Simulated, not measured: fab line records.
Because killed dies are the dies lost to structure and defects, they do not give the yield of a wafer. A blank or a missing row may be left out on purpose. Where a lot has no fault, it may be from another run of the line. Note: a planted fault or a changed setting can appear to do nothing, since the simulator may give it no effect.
Which of the tools did it? + flow nand harc + at 1 step of a route of 1302, 24 lots with 72 wafers sampled

WHAT EACH GAUGE READ, for each wafer
NHARC_P_M0_OVL_MEAS_10: pitch 180 nm.
| lot  | measured     | on         | overlay x nm (nm) | overlay y nm (nm) |
|------|--------------|------------|-------------------|-------------------|
| L074 | day 6 09:28  | overlay-02 | 0.8 1.0 1.2       | 0.2 -0.2 -0.2     |
| L076 | day 7 00:37  | overlay-01 | -0.4 -1.0 -0.2    | 0.9 0.7 0.8       |
| L075 | day 7 01:13  | overlay-01 | -0.2 -0.7 -0.5    | -0.3 -0.4 -0.8    |
| L077 | day 7 07:09  | overlay-02 | -0.3 0.2 -0.2     | -1.9 -2.3 -2.0    |
| L078 | day 7 19:44  | overlay-02 | 0.7 0.5 0.3       | 1.0 1.1 1.5       |
| L079 | day 8 03:13  | overlay-02 | -0.2 -0.8 -0.4    | 0.2 0.9 1.1       |
| L080 | day 8 10:57  | overlay-02 | -0.4 -0.1 -0.2    | -0.7 -0.1 -0.5    |
| L081 | day 8 22:15  | overlay-02 | -0.9 -0.3 -0.6    | -1.0 -1.0 -1.6    |
| L082 | day 9 10:55  | overlay-01 | -0.6 -0.6 -0.7    | -1.1 -1.4 -1.3    |
| L083 | day 9 18:01  | overlay-01 | -0.6 -0.9 -1.1    | 0.8 0.4 0.2       |
| L084 | day 10 08:10 | overlay-02 | -1.1 -0.5 -1.0    | 0.1 -0.5 -0.5     |
| L085 | day 10 12:10 | overlay-02 | 0.0 0.1 -0.1      | 0.0 0.3 0.2       |
| L086 | day 11 01:28 | overlay-02 | -0.8 -0.8 -0.4    | 0.2 0.0 0.2       |
| L087 | day 11 10:04 | overlay-01 | 0.4 -0.3 0.0      | -1.3 -0.9 -1.3    |
| L088 | day 12 04:16 | overlay-01 | 0.4 0.8 0.7       | 0.2 0.1 -0.1      |
| L089 | day 12 04:44 | overlay-02 | 0.5 0.5 -0.3      | -0.1 -0.4 -0.6    |
| L090 | day 12 19:09 | overlay-02 | 1.0 0.3 0.4       | 0.3 0.5 0.8       |
| L091 | day 12 20:07 | overlay-02 | 1.3 0.6 0.2       | 0.4 0.3 -0.5      |
| L092 | day 14 04:53 | overlay-01 | -0.2 0.5 0.2      | -0.4 -0.5 -0.1    |
| L093 | day 14 05:16 | overlay-02 | 0.7 0.7 0.3       | -0.7 -0.5 -0.5    |
| L094 | day 14 11:20 | overlay-02 | 1.5 1.5 1.8       | 0.8 0.2 0.1       |
| L095 | day 14 23:40 | overlay-02 | 0.3 1.1 0.9       | -0.6 -0.9 -0.4    |
| L096 | day 15 09:17 | overlay-01 | 0.0 0.2 0.3       | 0.3 0.7 0.0       |
| L097 | day 15 17:23 | overlay-01 | -0.1 -0.3 -0.1    | 1.0 0.8 0.6       |

WHAT TOOL EACH LOT RAN ON (gives the tool, then ch and the chambers of the sampled wafers, and finally the start)
Before these readings, the record contains no process step.

WHAT THE TOOLS THEMSELVES READ (means of the sampled wafers that have a number; where no wafer has one, the mark that the record gives instead)
The record holds no such reading with a usual standard deviation.

THE ANSWER, worked out from the rows above alone
Rule: what is usual is taken from the lots themselves. The widest of any qualifying gaps counts: lots, ordered by their means at a reading, are off when they make up no more than a third of the lots, leave a main group of 4 or more, and stand apart from it by 3 or more times the standard deviation of that group's means. If all means in a main group match to the digits the tables above print for the reading, that group is not used. Also off: a lot with no number at a reading for which 4 or more lots have one. Any other lot the step has rows for is counted as sound. After the gauges, taken in route order, come the tools' own readings; for these a lot's mean is taken, as printed above. At the first step where some lot is off, the reading lying furthest off is the one used; lots without a number count as furthest.
No lot is off at any reading shown: from this, nothing can be told.

WHAT THE SIMULATOR HAD PUT IN
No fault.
